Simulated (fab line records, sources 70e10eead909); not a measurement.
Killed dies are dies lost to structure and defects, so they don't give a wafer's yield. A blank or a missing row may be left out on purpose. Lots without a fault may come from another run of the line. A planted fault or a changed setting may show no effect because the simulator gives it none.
fab line records | flow nand_harc
record lots=5 wafers=15 last_day=24
route steps=1159 shown P_M1@315 P_M2@318 END@1159
lots that met no fault: from a run of the same line without faults
start_h: hours from the record's first day to the start of the lot's first wafer shown | wait_h: hours since the lot's step before | " the same as in the row above | L1.1+2: a row that stands for several wafers | - no value, or no start given | * or withheld: withheld | < > ~ a bound
route shown NAME@n: a module of which the file shows steps, and the number in the route of the first | usual: mean/standard deviation of fault-free wafers | same: alike in all rows | chamber/n: place in a boat | sites: the reading at each site | _std_site: their standard deviation | _edge_site: outer sites' mean less inner sites' | radius_mm: how far each site lies from the wafer's centre | mask NAME#n: copy n | behind: the tool/chamber that last shaped the wafer | hold: why the lot was held/for how many hours/how that ended | device: the transistor (n, p or np) that didn't switch | end of line: the same wafers' tests at the end of the route | a step without rows: its recipe alone | killed: dies lost to structure and defects at the first sort, not the wafer's yield | map: a wafer's dies, x killed, . not, _ none there
set.NAME: the setting as run; set.NAME@STEP: as run at that earlier step | model.NAME: the simulator's own value behind a step, which no gauge read
lots at some steps of the route; a table a step, a row a wafer
services: from which hour (start_h, from the record's first day; less than 0 if before it) a tool's chamber was out of use, for how many hours, and why
## steps
# step NHARC_P_M1_INSPECT_27
# usual raw_defect_count=314/100
# columns lot.wafer tool chamber start_h wait_h raw_defect_count
L637.1 defect_inspect-01 - 132.97 0.0 285
L637.2 " - " " 370
L637.6 " - " " 357
L640.3 defect_inspect-01 - 143.45 0.0 208
L640.5 " - " " 152
L640.6 " - " " 225
L646.1 defect_inspect-01 - 178.05 0.0 521
L646.3 " - " " 314
L646.5 " - " " 301
L655.3 defect_inspect-02 - 240.68 0.0 158
L655.4 " - " " 324
L655.6 " - " " 168
L656.4 defect_inspect-01 - 241.61 0.0 253
L656.5 " - " " 290
L656.6 " - " " 303
# step NHARC_P_M1_PRE_CLEAN_32
# recipe time_s=12 temp_c=370 rf_power_w=300 gas=NH3
# usual heater_power_w=624/63 susceptor_temp_C=369.99/0.22
# columns lot.wafer tool chamber start_h wait_h heater_power_w susceptor_temp_C
L637.1 pecvd-02 0 133.04 0.1 700 369.86
L637.2 " 1 " " 679 369.74
L637.6 " 0 " " 699 369.89
L640.3 pecvd-04 1 143.52 0.1 522 370.39
L640.5 " 2 " " 711 370.20
L640.6 " 0 " " 539 370.16
L646.1 pecvd-04 1 178.11 0.1 570 370.20
L646.3 " 2 " " 676 370.04
L646.5 " 1 " " 575 370.13
L655.3 pecvd-04 2 240.76 0.1 736 369.99
L655.6 " 1 " " 592 369.85
L655.4 " 0 " " 534 370.09
L656.6 pecvd-04 0 241.71 0.1 651 369.64
L656.5 " 1 " " 518 370.39
L656.4 " 2 " " 660 370.12
# step NHARC_P_M1_DEP_33
# recipe target_thk_a=300 temp_c=370 target_thk_nm=30 pressure_torr=3 flow_sccm=200 rf_w=450 material=SiCN
# usual heater_power_w=563/60 showerhead_vpp_V=1297/58 susceptor_temp_C=370.02/0.22
# columns lot.wafer tool chamber start_h wait_h heater_power_w showerhead_vpp_V susceptor_temp_C
L637.1 pecvd-02 0 133.12 0.1 630 1204 370.13
L637.2 " 1 " " 575 1368 369.82
L637.6 " 0 " " 618 1216 369.86
L640.3 pecvd-04 1 143.60 0.1 509 1339 370.02
L640.5 " 2 " " 631 1209 370.02
L640.6 " 0 " " 558 1290 369.79
L646.1 pecvd-04 1 178.19 0.1 484 1334 369.92
L646.3 " 2 " " 586 1225 370.16
L646.5 " 1 " " 506 1340 369.94
L655.3 pecvd-04 2 240.87 0.1 554 1228 369.55
L655.6 " 1 " " 475 1373 369.57
L655.4 " 0 " " 494 1270 370.44
L656.6 pecvd-04 0 241.89 0.2 581 1270 370.19
L656.5 " 1 " " 512 1336 369.78
L656.4 " 2 " " 625 1209 370.38
# step NHARC_P_M2_DEP_00
# recipe target_thk_a=1825 target_thk_nm=182.5 temp_c=withheld pressure_torr=5 flow_sccm=200 rf_w=600 material=SiOC
# step NHARC_P_M2_DEHYDRATE_01
# recipe temp_c=150 time_s=120
# step NHARC_P_M2_HMDS_02
# recipe time_s=30
# step NHARC_P_M2_COAT_34
# recipe temp_c=200 time_s=65
# step NHARC_P_M2_COAT_03
# recipe spin_rpm=1500 resist_thk_nm=90
# step NHARC_P_M2_SOFTBAKE_04
# recipe temp_c=105 time_s=55
# step NHARC_P_M2_EBR_05
# step NHARC_P_M2_EXPOSE_06
# recipe na=1.35 target_cd_nm=170 dose_mj=80.78 mask_id=P_M2
# step NHARC_P_M2_PEB_07
# recipe peb_temp_c=100 peb_time_s=65
# columns lot.wafer tool chamber start_h wait_h
L637.1+2+6 litho_track-04 0 134.29 0.1
L640.3+5+6 litho_track-01 0 144.78 0.0
L646.1+3+5 litho_track-04 0 179.38 0.1
L655.3+4+6 litho_track-06 0 242.01 0.1
L656.4+5+6 litho_track-06 0 243.25 0.0
# step NHARC_P_M2_DEVELOP_08
# recipe develop_time_s=35 dev_temp_c=23
# step NHARC_P_M2_CD_MEAS_09
# recipe target_cd_nm=170 landing_energy_ev=500
# usual cd_nm=170.3/0.63
# columns lot.wafer tool chamber start_h wait_h cd_nm
L637.1 cd_sem-01 0 134.37 - 169.7
L637.2 " 0 " " 170.0
L637.6 " 0 " " 170.8
L640.3 cd_sem-03 0 144.86 - 169.4
L640.5 " 0 " " 170.0
L640.6 " 0 " " 169.1
L646.1 cd_sem-03 0 179.46 - 169.4
L646.3 " 0 " " 170.2
L646.5 " 0 " " 172.4
L655.3 cd_sem-02 0 242.10 - 172.0
L655.4 " 0 " " 170.8
L655.6 " 0 " " 171.0
L656.4 cd_sem-02 0 243.33 - 170.4
L656.5 " 0 " " 169.9
L656.6 " 0 " " 170.8
# step NHARC_P_M2_OVL_MEAS_10
# recipe pitch_nm=340
# usual overlay_x_nm=-0.1/0.78 overlay_y_nm=0.2/0.86
# columns lot.wafer tool chamber start_h wait_h overlay_x_nm overlay_y_nm
L637.1 overlay-02 - 134.46 - 1.2 0.8
L637.2 " - " " 0.5 1.4
L637.6 " - " " 0.9 0.3
L640.3 overlay-02 - 144.95 - -1.3 -0.2
L640.5 " - " " -0.7 -0.2
L640.6 " - " " -0.8 0.9
L646.1 overlay-02 - 179.55 - -0.8 -0.8
L646.3 " - " " -1.3 -0.4
L646.5 " - " " -1.5 -1.4
L655.3 overlay-02 - 242.20 - 0.2 0.3
L655.4 " - " " 0.1 0.3
L655.6 " - " " -0.2 0.1
L656.4 overlay-01 - 243.41 - -0.2 1.1
L656.5 " - " " -0.9 1.2
L656.6 " - " " -0.6 1.4
# step NHARC_P_M2_INSPECT_11
# usual raw_defect_count=3.9/2.5
# columns lot.wafer tool chamber start_h wait_h raw_defect_count
L637.1 defect_inspect-01 - 134.50 0.0 3
L637.2 " - " " 3
L637.6 " - " " 8
L640.3 defect_inspect-01 - 144.98 0.0 3
L640.5 " - " " 4
L640.6 " - " " 1
L646.1 defect_inspect-02 - 179.59 0.0 6
L646.3 " - " " 5
L646.5 " - " " 5
L655.3 defect_inspect-02 - 242.24 0.0 5
L655.4 " - " " 6
L655.6 " - " " 3
L656.4 defect_inspect-02 - 243.45 0.0 2
L656.5 " - " " 2
L656.6 " - " " 4
# step NHARC_P_M2_DESCUM_14
# recipe time_s=3 o2_flow_sccm=200 ar_flow_sccm=0 bias_power_w=0 chemistry=O2
# usual drypump_motor_current_A=5.6/0.33 oes_product_au=1.002/0.0084 rf_vpp_V=57.9/0.84 showerhead_plenum_p_Torr=1.91/0.051 throttle_valve_pct=11.310/0.0086
# columns lot.wafer tool chamber start_h wait_h drypump_motor_current_A oes_product_au rf_hours_counter_h rf_vpp_V showerhead_plenum_p_Torr throttle_valve_pct model.P_M2.cd_nm
L637.2 rie_diel-01 0 134.56 0.1 5.7 0.995 27 57.8 1.91 11.316 169.8
L637.1 " 1 " " 5.4 0.998 30 57.9 2.01 11.308 169.9
L637.6 " 1 " " 5.4 0.998 - 58.1 2.01 11.312 171.3
L640.3 rie_diel-12 1 145.05 0.1 5.4 1.006 39 57.6 1.97 11.298 170
L640.6 " 0 " " 6.7 0.980 - 57.1 1.90 11.322 168.3
L640.5 " 1 " " 5.4 1.013 - 58.3 1.97 11.313 170.3
L646.1 rie_diel-12 3 179.65 0.1 5.9 0.989 49 57.7 1.86 11.310 169.5
L646.3 " 1 " " 5.4 1.006 53 56.9 1.97 11.311 170.5
L646.5 " 0 " " 6.7 0.994 - 57.6 1.90 11.313 172.2
L655.3 rie_diel-01 0 242.30 0.1 5.6 0.990 22 56.7 1.90 11.301 170.8
L655.4 " 3 " " 6.2 0.997 21 56.9 1.86 11.305 171.2
L655.6 " 0 " " 5.6 0.993 - 58.4 1.90 11.329 170.3
L656.4 rie_diel-03 2 243.52 0.1 5.3 1.011 1 56.6 1.86 11.318 170.7
L656.5 " 1 " " 5.7 1.015 - 57.3 1.89 11.315 170.2
L656.6 " 2 " " 5.3 1.008 - 57.5 1.86 11.313 171.4
# step NHARC_P_M2_ETCH_35
# recipe target_depth_a=400 overetch_a=120 time_s=43.94 ion_energy_ev=200 n2_flow_sccm=150 h2_flow_sccm=150 ar_flow_sccm=0 rf_w=400 bias_w=150 chemistry=N2/H2
# usual drypump_motor_current_A=5.7/0.31 oes_product_au=1.001/0.0083 rf_vpp_V=430.6/1.8 showerhead_plenum_p_Torr=2.04/0.058 throttle_valve_pct=14.172/0.0086
# columns lot.wafer tool chamber start_h wait_h drypump_motor_current_A oes_product_au rf_hours_counter_h rf_vpp_V showerhead_plenum_p_Torr throttle_valve_pct
L637.2 rie_diel-01 1 134.64 0.1 5.4 0.992 30 433.4 2.15 14.177
L637.1 " 3 " " 6.2 0.979 30 430.8 1.99 14.162
L637.6 " 2 " " 5.1 1.005 - 428.6 1.99 14.160
L640.3 rie_diel-12 2 145.13 0.1 5.6 1.007 36 428.2 1.96 14.166
L640.5 " 2 " " 5.6 1.008 - 427.3 1.96 14.174
L640.6 " 3 " " 5.9 0.983 - 428.5 1.99 14.175
L646.3 rie_diel-12 0 179.79 0.1 6.7 0.995 48 429.5 2.02 14.174
L646.1 " 3 " " 5.9 0.993 49 429.0 1.98 14.185
L646.5 " 0 " " 6.7 0.996 - 429.4 2.02 14.174
L655.4 rie_diel-01 2 242.46 0.1 5.1 0.995 22 429.5 1.98 14.168
L655.3 " 3 " " 6.2 0.999 21 428.5 1.98 14.169
L655.6 " 1 " " 5.4 1.005 - 434.3 2.14 14.166
L656.4 rie_diel-03 1 243.61 0.1 5.7 1.004 1 430.4 2.02 14.171
L656.6 " 2 " " 5.3 1.004 - 426.4 1.98 14.168
L656.5 " 3 " " 5.9 0.990 - 431.6 2.09 14.173
# step NHARC_P_M2_ETCH_15
# recipe target_depth_a=1825 time_s=91.2 c4f8_flow_sccm=withheld ar_flow_sccm=400 rf_w=600 bias_w=300 chemistry=C4F8/Ar
# usual oes_product_au=0.947/0.022 rf_vpp_V=440.9/1.8
# columns lot.wafer tool chamber start_h wait_h oes_product_au rf_hours_counter_h rf_vpp_V
L637.2 rie_diel-01 0 - - 0.921 27 438.9
L637.1 " 1 " " 0.926 30 442.2
L637.6 " 0 " " 0.921 - 440.1
L640.3 rie_diel-12 1 - - 0.937 39 442.3
L640.6 " 3 " " 0.918 - 439.5
L640.5 " 0 " " 0.917 - 441.7
L646.1 rie_diel-12 1 - - 0.941 54 442.8
L646.3 " 2 " " 0.924 52 439.5
L646.5 " 1 " " 0.938 - 442.8
L655.3 rie_diel-01 3 - - 0.926 21 438.6
L655.4 " 2 " " 0.921 22 440.5
L655.6 " 0 " " 0.924 - 441.1
L656.4 rie_diel-03 1 - - 0.963 1 439.8
L656.6 " 3 " " 0.969 - 440.6
L656.5 " 0 " " 0.976 - 444.0
# step NHARC_P_M2_CD_MEAS_16
# usual cd_nm=170.2/0.8
# columns lot.wafer tool chamber start_h wait_h cd_nm
L637.1 cd_sem-01 - 134.86 - 169.1
L637.2 " - " " 169.8
L637.6 " - " " 171.3
L640.3 cd_sem-01 - 145.40 - 170.5
L640.5 " - " " 170.0
L640.6 " - " " 168.0
L646.1 cd_sem-03 - 180.03 - 169.4
L646.3 " - " " 170.0
L646.5 " - " " 171.6
L655.3 cd_sem-03 - 242.67 - 170.6
L655.4 " - " " 170.8
L655.6 " - " " 169.5
L656.4 cd_sem-02 - 243.82 - 171.2
L656.5 " - " " 169.4
L656.6 " - " " 171.3
# step NHARC_P_M2_STRIP_18
# recipe power_w=1000 n2_flow_sccm=150 h2_flow_sccm=150 ar_flow_sccm=0 bias_w=0 chemistry=N2/H2
# usual drypump_motor_current_A=5.6/0.33 oes_product_au=1.003/0.0079 rf_vpp_V=90.7/0.83 showerhead_plenum_p_Torr=2.04/0.059 throttle_valve_pct=14.171/0.01
# columns lot.wafer tool chamber start_h wait_h drypump_motor_current_A oes_product_au rf_hours_counter_h rf_vpp_V showerhead_plenum_p_Torr throttle_valve_pct
L637.1 rie_diel-03 3 134.96 0.1 5.9 1.008 3 90.5 2.09 14.177
L637.2 " 1 " " 5.7 1.002 3 88.8 2.02 14.171
L637.6 " 2 " " 5.3 1.007 - 90.6 1.98 14.162
L640.3 rie_diel-03 1 145.49 0.1 5.7 1.000 4 90.1 2.02 14.161
L640.6 " 0 " " 5.6 0.994 - 91.4 2.12 14.177
L640.5 " 1 " " 5.7 1.009 - 89.8 2.02 14.170
L646.3 rie_diel-03 2 180.13 0.1 5.4 1.006 5 89.8 1.98 14.176
L646.1 " 3 " " 5.9 1.003 5 92.2 2.09 14.152
L646.5 " 1 " " 5.7 1.000 - 89.6 2.02 14.162
L655.4 rie_diel-01 1 242.74 0.1 5.4 1.013 20 89.6 2.14 14.189
L655.3 " 2 " " 5.1 1.008 22 92.1 1.98 14.177
L655.6 " 1 " " 5.4 1.008 - 91.2 2.14 14.190
L656.4 rie_diel-01 1 243.97 0.1 5.4 1.007 21 91.2 2.14 14.169
L656.5 " 2 " " 5.1 1.014 - 90.6 1.98 14.185
L656.6 " 3 " " 6.2 0.991 - 90.8 1.98 14.187
# step NHARC_P_M2_ETCH_28
# recipe target_depth_a=300 over_etch_frac=0.3 time_s=72.99 ion_energy_ev=150 cf4_flow_sccm=50 n2_flow_sccm=100 ar_flow_sccm=150 rf_w=300 bias_w=100 chemistry=CF4/N2
# usual drypump_motor_current_A=5.6/0.33 oes_product_au=1.001/0.0086 rf_vpp_V=314.1/1.5 showerhead_plenum_p_Torr=2.63/0.07 throttle_valve_pct=19.793/0.0096
# columns lot.wafer tool chamber start_h wait_h drypump_motor_current_A oes_product_au rf_hours_counter_h rf_vpp_V showerhead_plenum_p_Torr throttle_valve_pct model.P_M2.cd_nm
L637.1 rie_diel-03 2 - - 5.3 0.994 3 313.2 2.56 19.781 169.4
L637.2 " 0 " " 5.6 1.001 3 316.3 2.72 19.789 169.3
L637.6 " 2 " " 5.3 0.994 - 311.7 2.56 19.786 171.9
L640.3 rie_diel-03 2 - - 5.3 0.992 3 311.7 2.56 19.802 169.4
L640.6 " 0 " " 5.5 0.997 - 316.1 2.72 19.799 168.5
L640.5 " 1 " " 5.7 0.997 - 315.0 2.60 19.792 169.3
L646.3 rie_diel-03 0 - - 5.6 1.014 5 316.5 2.72 19.785 170.5
L646.1 " 2 " " 5.4 1.017 5 313.7 2.56 19.762 169.8
L646.5 " 3 " " 5.9 1.003 - 315.8 2.69 19.788 170.6
L655.3 rie_diel-01 2 - - 5.1 1.000 22 312.8 2.55 19.795 170.2
L655.4 " 0 " " 5.7 0.989 22 315.5 2.61 19.790 170.9
L655.6 " 2 " " 5.1 1.014 - 311.9 2.55 19.794 169.4
L656.4 rie_diel-01 2 - - 5.1 1.004 22 313.1 2.55 19.792 171.1
L656.6 " 2 " " 5.1 1.004 - 311.7 2.55 19.786 171.2
L656.5 " 3 " " 6.2 0.984 - 313.5 2.56 19.783 168.8
# step NHARC_P_M2_STRIP_19
# recipe time_s=600 temp_c=30 chemistry=post_etch_residue_remover
# step NHARC_END_SORT_01
# recipe temp_c=25
# usual defect_limited_yield=95.5/1.8 killed_at_array=27/11 killed_at_other=0.6/1 killed_at_periphery=3.0/2.1 killed_dies=31/12 killed_open=3.2/1.7 killed_short=1.7/1.4 sort_bin_2_pct=1.4/0.68 sort_bin_3_pct=0.25/0.2 sort_bin_4_pct=2.9/1.2 sort_n_pass=646/12 sort_rim_yield_pct=95.7/2.8 sort_yield_pct=95.5/1.8
# same gross_dies=677 sort_bin_5_pct[%]=0 sort_bin_6_pct[%]=0 sort_bin_7_pct[%]=0 sort_bin_8_pct[%]=0 sort_rim_n_gross=106.00
# columns lot.wafer tool chamber start_h wait_h defect_limited_yield[%] killed_at_array killed_at_other killed_at_periphery killed_dies killed_open killed_short sort_bin_2_pct[%] sort_bin_3_pct[%] sort_bin_4_pct[%] sort_n_pass sort_rim_yield_pct[%] sort_yield_pct[%]
L637.1 prober-01 0 474.42 2.5 97.0 17 0 3 20 4 2 0.6 0.44 1.9 657 93.4 97.0
L637.2 prober-01 0 475.23 2.8 97.8 11 1 3 15 2 2 0.6 0 1.6 662 97.2 97.8
L637.6 prober-01 0 478.46 4.0 95.4 20 1 10 31 5 5 1.0 0.15 3.4 646 96.2 95.4
L640.3 prober-02 0 478.04 3.1 95.1 29 2 2 33 3 1 0.9 0.30 3.7 644 93.4 95.1
L640.5 prober-02 0 479.61 3.6 94.4 32 1 5 38 3 0 1.6 0.44 3.5 639 90.6 94.4
L640.6 prober-02 0 480.39 3.9 95.4 29 0 2 31 3 0 1.6 0.44 2.5 646 96.2 95.4
L646.1 prober-01 0 497.96 2.5 97.0 17 0 3 20 2 4 1.0 0.15 1.8 657 98.1 97.0
L646.3 prober-01 0 499.57 3.1 97.8 11 0 4 15 4 1 0.6 0 1.6 662 99.1 97.8
L646.5 prober-01 0 501.18 3.7 97.3 13 0 5 18 4 0 0.6 0 2.1 659 98.1 97.3
L656.4 prober-01 0 566.78 3.4 90.4 62 0 3 65 7 2 2.4 0.89 6.4 612 89.6 90.4
L656.5 prober-01 0 567.58 3.7 93.5 43 0 1 44 3 1 1.6 0.44 4.4 633 93.4 93.5
L656.6 prober-01 0 568.39 4.0 91.7 54 0 2 56 6 1 2.7 0.30 5.3 621 89.6 91.7
L655.3 prober-02 0 568.15 3.1 95.4 26 0 5 31 0 2 1.2 0 3.4 646 94.3 95.4
L655.4 prober-02 0 568.95 3.4 95.7 25 1 3 29 2 3 2.1 0 2.2 648 96.2 95.7
L655.6 prober-02 0 570.55 4.0 95.9 28 0 0 28 1 3 1.0 0 3.1 649 96.2 95.9
# killed by level:class
L637.1 A_CONTACT:chamber_film_flake=5 A_STAIRCASE:chamber_film_flake=4 A_CHANNEL_HOLE_D1:chamber_film_flake=2 A_SLIT:chamber_film_flake=2 P_M0:geometric_particle:open=1 P_M0:geometric_particle:short=1 A_CHANNEL_FILL_D1:geometric_particle:short=1 A_WL_FILL:geometric_particle:open=1
L637.2 A_CHANNEL_HOLE_D1:chamber_film_flake=4 A_CONTACT:chamber_film_flake=3 P_GATE:geometric_particle:short=1 P_M0:geometric_particle:open=1 A_CONTACT:geometric_particle:short=1 A_M0:geometric_particle:open=1 P_GATE:chamber_film_flake=1 A_ZERO_WELL:chamber_film_flake=1
L640.3 A_CHANNEL_HOLE_D1:chamber_film_flake=15 A_SLIT:chamber_film_flake=9 A_STAIRCASE:chamber_film_flake=3 P_CONTACT:geometric_particle:open=1 P_M1:geometric_particle:open=1 A_SOURCE_PLATE:geometric_particle:short=1 A_M0:geometric_particle:open=1 HYBRID_BOND:chamber_film_flake=1
L637.6 A_CONTACT:chamber_film_flake=8 A_CHANNEL_HOLE_D1:chamber_film_flake=5 P_GATE:chamber_film_flake=4 P_M0:geometric_particle:open=2 A_WL_FILL:geometric_particle:short=2 A_WL_FILL:geometric_particle:open=2 P_M1:chamber_film_flake=2 P_CONTACT:geometric_particle:open=1
L640.5 A_CHANNEL_HOLE_D1:chamber_film_flake=14 A_SLIT:chamber_film_flake=12 A_STAIRCASE:chamber_film_flake=3 P_M1:chamber_film_flake=2 A_CONTACT:chamber_film_flake=2 P_GATE:geometric_particle:open=1 P_M0:geometric_particle:open=1 A_ONON_D1:geometric_particle:open=1
L640.6 A_CHANNEL_HOLE_D1:chamber_film_flake=14 A_SLIT:chamber_film_flake=10 A_STAIRCASE:chamber_film_flake=2 A_CONTACT:geometric_particle:open=2 P_CONTACT:geometric_particle:open=1 P_M1:chamber_film_flake=1 A_CONTACT:chamber_film_flake=1
L646.1 A_CHANNEL_HOLE_D1:chamber_film_flake=6 A_WL_FILL:chamber_film_flake=4 P_STI:geometric_particle:open=1 A_ONON_D1:geometric_particle:short=1 A_WL_FILL:geometric_particle:short=1 A_CONTACT:geometric_particle:short=1 A_M0:geometric_particle:short=1 A_M0:geometric_particle:open=1
L646.3 A_CHANNEL_HOLE_D1:chamber_film_flake=4 A_CONTACT:chamber_film_flake=3 P_CONTACT:geometric_particle:open=2 A_M0:geometric_particle:open=2 P_CONTACT:geometric_particle:short=1 P_GATE:chamber_film_flake=1 A_ZERO_WELL:chamber_film_flake=1 A_WL_FILL:chamber_film_flake=1
L646.5 A_CHANNEL_HOLE_D1:chamber_film_flake=6 P_ZERO_WELL:chamber_film_flake=3 A_STAIRCASE:chamber_film_flake=2 P_M0:geometric_particle:open=1 P_M2:geometric_particle:open=1 A_CONTACT:geometric_particle:open=1 A_BLC:geometric_particle:open=1 A_CONTACT:chamber_film_flake=1
L656.4 A_SLIT:chamber_film_flake=21 A_CHANNEL_HOLE_D1:chamber_film_flake=18 A_CONTACT:chamber_film_flake=11 A_STAIRCASE:chamber_film_flake=4 A_CHANNEL_FILL_D1:geometric_particle:open=2 P_GATE:geometric_particle:open=1 P_M0:geometric_particle:open=1 A_ONON_D1:geometric_particle:short=1
L656.5 A_SLIT:chamber_film_flake=20 A_CHANNEL_HOLE_D1:chamber_film_flake=9 A_STAIRCASE:chamber_film_flake=5 A_CONTACT:chamber_film_flake=4 A_CONTACT:geometric_particle:open=2 P_M0:geometric_particle:open=1 A_SOURCE_PLATE:geometric_particle:short=1 A_SGD_CUT:chamber_film_flake=1
L655.3 A_CHANNEL_HOLE_D1:chamber_film_flake=11 A_STAIRCASE:chamber_film_flake=5 A_WL_FILL:chamber_film_flake=4 P_ZERO_WELL:chamber_film_flake=2 A_CONTACT:chamber_film_flake=2 P_CONTACT:geometric_particle:short=1 A_M0:geometric_particle:short=1 P_STI:chamber_film_flake=1
L656.6 A_SLIT:chamber_film_flake=17 A_CHANNEL_HOLE_D1:chamber_film_flake=16 A_STAIRCASE:chamber_film_flake=9 A_CONTACT:chamber_film_flake=6 A_M0:geometric_particle:open=2 P_M1:geometric_particle:open=1 P_M2:geometric_particle:open=1 A_ONON_D1:geometric_particle:short=1
L655.4 A_CHANNEL_HOLE_D1:chamber_film_flake=11 P_STI:chamber_film_flake=3 A_STAIRCASE:chamber_film_flake=3 A_WL_FILL:chamber_film_flake=3 A_CHANNEL_FILL_D1:geometric_particle:short=2 A_CONTACT:chamber_film_flake=2 A_STAIRCASE:geometric_particle:open=1 A_SGD_CUT:geometric_particle:open=1
L655.6 A_CHANNEL_HOLE_D1:chamber_film_flake=14 A_STAIRCASE:chamber_film_flake=4 A_SLIT:chamber_film_flake=3 A_WL_FILL:chamber_film_flake=2 A_SOURCE_PLATE:geometric_particle:open=1 A_SGD_CUT:geometric_particle:short=1 A_WL_FILL:geometric_particle:short=1 A_CONTACT:geometric_particle:short=1
## services
# columns tool chamber start_h hours kind
rie_diel-03 2 109.87 9.1 repair
litho_track-06 - 117.00 7.0 pm
rie_diel-01 0 117.08 - clean
rie_diel-01 1 117.08 - clean
rie_diel-01 2 117.08 - clean
rie_diel-01 3 117.08 - clean
rie_diel-03 - 118.73 1.1 repair
rie_diel-01 - 137.80 9.0 pm
rie_diel-01 0 137.80 9.0 vent_cycle
rie_diel-01 1 137.80 9.0 vent_cycle
rie_diel-01 2 137.80 9.0 vent_cycle
rie_diel-01 3 137.80 9.0 vent_cycle
litho_track-04 - 141.00 7.0 pm
rie_diel-01 0 146.80 - clean
rie_diel-01 1 146.80 - clean
rie_diel-01 2 146.80 - clean
pecvd-02 - 153.00 13.0 pm
rie_diel-12 3 192.43 5.1 repair
pecvd-04 - 195.56 13.0 pm
rie_diel-12 - 202.62 9.0 pm
rie_diel-01 3 204.20 3.6 repair
rie_diel-12 - 212.33 1.2 repair
rie_diel-03 - 215.30 9.0 pm
rie_diel-01 1 216.27 6.4 repair
## key
first_sign step=NHARC_P_M2_CD_MEAS_09 reading=cd_nm direction=up sigmas=3.3 usual=170.3 struck=172.4
effect none on later readings
model_effect step=NHARC_P_M2_DESCUM_14 value=P_M2.cd_nm without=170.5 struck=172.2
model_effect step=NHARC_P_M2_ETCH_28 value=P_M2.cd_nm without=168.8 struck=170.6
met_at NHARC_P_M2_PEB_07
struck_wafers L646.5
onset_between 134.29 179.38
fault kind=process_parameter_drift tool=litho_track-04 chamber=- onset_h=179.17 steps=NHARC_P_M2_PEB_07 channel=peb_time_s offset=* shape=step end_h=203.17 scope=struck_wafers_only acts_in=* stated=*
